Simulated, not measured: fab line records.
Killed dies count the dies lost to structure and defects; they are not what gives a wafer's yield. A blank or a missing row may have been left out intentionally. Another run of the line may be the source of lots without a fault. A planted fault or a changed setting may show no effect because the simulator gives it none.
Matching of chambers || flow nand-harc || NHARC_A_SLIT_DEP_23 on pecvd-04: 3 sister chambers
The step deposits SiON, target thk 100 nm. 20 wafers are shown with their chamber, then 10 later ones without.

== WAFERS, EACH WITH ITS CHAMBER ==
{"wafer": "L075.3", "chamber": 2, "rf-fwd-power-W (W)": 348.9, "heater-power-w (W)": 843, "susceptor-temp-C (C)": 400.00}
{"wafer": "L075.5", "chamber": 2, "rf-fwd-power-W (W)": 348.4, "heater-power-w (W)": 826, "susceptor-temp-C (C)": 400.24}
{"wafer": "L075.6", "chamber": 1, "rf-fwd-power-W (W)": 349.5, "heater-power-w (W)": 734, "susceptor-temp-C (C)": 399.83}
{"wafer": "L077.2", "chamber": 0, "rf-fwd-power-W (W)": 346.4, "heater-power-w (W)": 756, "susceptor-temp-C (C)": 400.19}
{"wafer": "L077.3", "chamber": 2, "rf-fwd-power-W (W)": 348.6, "heater-power-w (W)": 733, "susceptor-temp-C (C)": 399.89}
{"wafer": "L077.4", "chamber": 0, "rf-fwd-power-W (W)": 346.9, "heater-power-w (W)": 779, "susceptor-temp-C (C)": 399.78}
{"wafer": "L076.1", "chamber": 1, "rf-fwd-power-W (W)": 348.7, "heater-power-w (W)": 698, "susceptor-temp-C (C)": 400.33}
{"wafer": "L076.2", "chamber": 2, "rf-fwd-power-W (W)": 347.9, "heater-power-w (W)": 809, "susceptor-temp-C (C)": 399.96}
{"wafer": "L076.5", "chamber": 2, "rf-fwd-power-W (W)": 348.3, "heater-power-w (W)": 813, "susceptor-temp-C (C)": 400.01}
{"wafer": "L079.1", "chamber": 2, "rf-fwd-power-W (W)": 347.9, "heater-power-w (W)": 809, "susceptor-temp-C (C)": 400.02}
{"wafer": "L079.5", "chamber": 0, "rf-fwd-power-W (W)": 347.5, "heater-power-w (W)": 778, "susceptor-temp-C (C)": 399.92}
{"wafer": "L079.6", "chamber": 1, "rf-fwd-power-W (W)": 349.4, "heater-power-w (W)": 736, "susceptor-temp-C (C)": 400.19}
{"wafer": "L085.1", "chamber": 2, "rf-fwd-power-W (W)": 348.1, "heater-power-w (W)": 858, "susceptor-temp-C (C)": 399.61}
{"wafer": "L085.2", "chamber": 1, "rf-fwd-power-W (W)": 349.6, "heater-power-w (W)": 795, "susceptor-temp-C (C)": 400.60}
{"wafer": "L085.4", "chamber": 1, "rf-fwd-power-W (W)": 349.5, "heater-power-w (W)": 805, "susceptor-temp-C (C)": 399.90}
{"wafer": "L089.2", "chamber": 1, "rf-fwd-power-W (W)": 349.0, "heater-power-w (W)": 755, "susceptor-temp-C (C)": 399.74}
{"wafer": "L089.3", "chamber": 0, "rf-fwd-power-W (W)": 347.5, "heater-power-w (W)": 667, "susceptor-temp-C (C)": 400.19}
{"wafer": "L089.6", "chamber": 0, "rf-fwd-power-W (W)": 345.9, "heater-power-w (W)": 694, "susceptor-temp-C (C)": 400.04}
{"wafer": "L088.1", "chamber": 0, "rf-fwd-power-W (W)": 347.5, "heater-power-w (W)": 766, "susceptor-temp-C (C)": 400.18}
{"wafer": "L088.3", "chamber": 2, "rf-fwd-power-W (W)": 348.6, "heater-power-w (W)": 857, "susceptor-temp-C (C)": 400.07}

SIGNATURES (averages over the wafers above)
{"reading": "rf-fwd-power-W", "chamber 0": 346.950, "chamber 1": 349.283, "chamber 2": 348.337, "scatter within a chamber": 0.475}
{"reading": "heater-power-w", "chamber 0": 740.00, "chamber 1": 753.83, "chamber 2": 818.50, "scatter within a chamber": 42.5}
{"reading": "susceptor-temp-C", "chamber 0": 400.0500, "chamber 1": 400.0983, "chamber 2": 399.9750, "scatter within a chamber": 0.233}
Rule: a wafer's distance from a chamber is the root of the sum, over the readings, of the square of ((its reading less the chamber's mean) divided by the reading's scatter). If the next closest chamber is less than 2 further off than the closest, the wafer can't be placed; otherwise it belongs to the closest. The scatter: the root of (the sum of the squares of (reading less its chamber's mean) over the shown wafers, divided by (wafers less chambers)).

== WAFERS WITHOUT THEIR CHAMBER ==
{"wafer": "L088.5", "rf-fwd-power-W (W)": 348.3, "heater-power-w (W)": 770, "susceptor-temp-C (C)": 400.06}
{"wafer": "L091.2", "rf-fwd-power-W (W)": 346.0, "heater-power-w (W)": 811, "susceptor-temp-C (C)": 399.89}
{"wafer": "L091.3", "rf-fwd-power-W (W)": 348.7, "heater-power-w (W)": 835, "susceptor-temp-C (C)": 400.25}
{"wafer": "L091.4", "rf-fwd-power-W (W)": 347.8, "heater-power-w (W)": 710, "susceptor-temp-C (C)": 399.88}
{"wafer": "L094.1", "rf-fwd-power-W (W)": 348.5, "heater-power-w (W)": 798, "susceptor-temp-C (C)": 400.32}
{"wafer": "L094.2", "rf-fwd-power-W (W)": 347.5, "heater-power-w (W)": 686, "susceptor-temp-C (C)": 400.04}
{"wafer": "L094.3", "rf-fwd-power-W (W)": 348.5, "heater-power-w (W)": 765, "susceptor-temp-C (C)": 399.99}
{"wafer": "L097.2", "rf-fwd-power-W (W)": 348.2, "heater-power-w (W)": 806, "susceptor-temp-C (C)": 399.96}
{"wafer": "L097.3", "rf-fwd-power-W (W)": 348.4, "heater-power-w (W)": 824, "susceptor-temp-C (C)": 400.08}
{"wafer": "L097.6", "rf-fwd-power-W (W)": 349.0, "heater-power-w (W)": 799, "susceptor-temp-C (C)": 399.31}

== WHICH CHAMBER EACH WENT THROUGH ==
{"wafer": "L088.5", "from the rows above": "can't be placed: 2 or 1 or 0", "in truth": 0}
{"wafer": "L091.2", "from the rows above": 0, "in truth": 0}
{"wafer": "L091.3", "from the rows above": "can't be placed: 2 or 1", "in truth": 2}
{"wafer": "L091.4", "from the rows above": "can't be placed: 0 or 2 or 1", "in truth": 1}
{"wafer": "L094.1", "from the rows above": "can't be placed: 2 or 1", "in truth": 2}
{"wafer": "L094.2", "from the rows above": "can't be placed: 0 or 2", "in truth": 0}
{"wafer": "L094.3", "from the rows above": "can't be placed: 2 or 1", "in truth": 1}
{"wafer": "L097.2", "from the rows above": 2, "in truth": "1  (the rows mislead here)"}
{"wafer": "L097.3", "from the rows above": 2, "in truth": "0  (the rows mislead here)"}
{"wafer": "L097.6", "from the rows above": "can't be placed: 2 or 1", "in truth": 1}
Correctly placed: 1 of 10. Not placeable from these rows: 7 (in 7, the candidates include the true chamber). Number placed wrongly: 2.
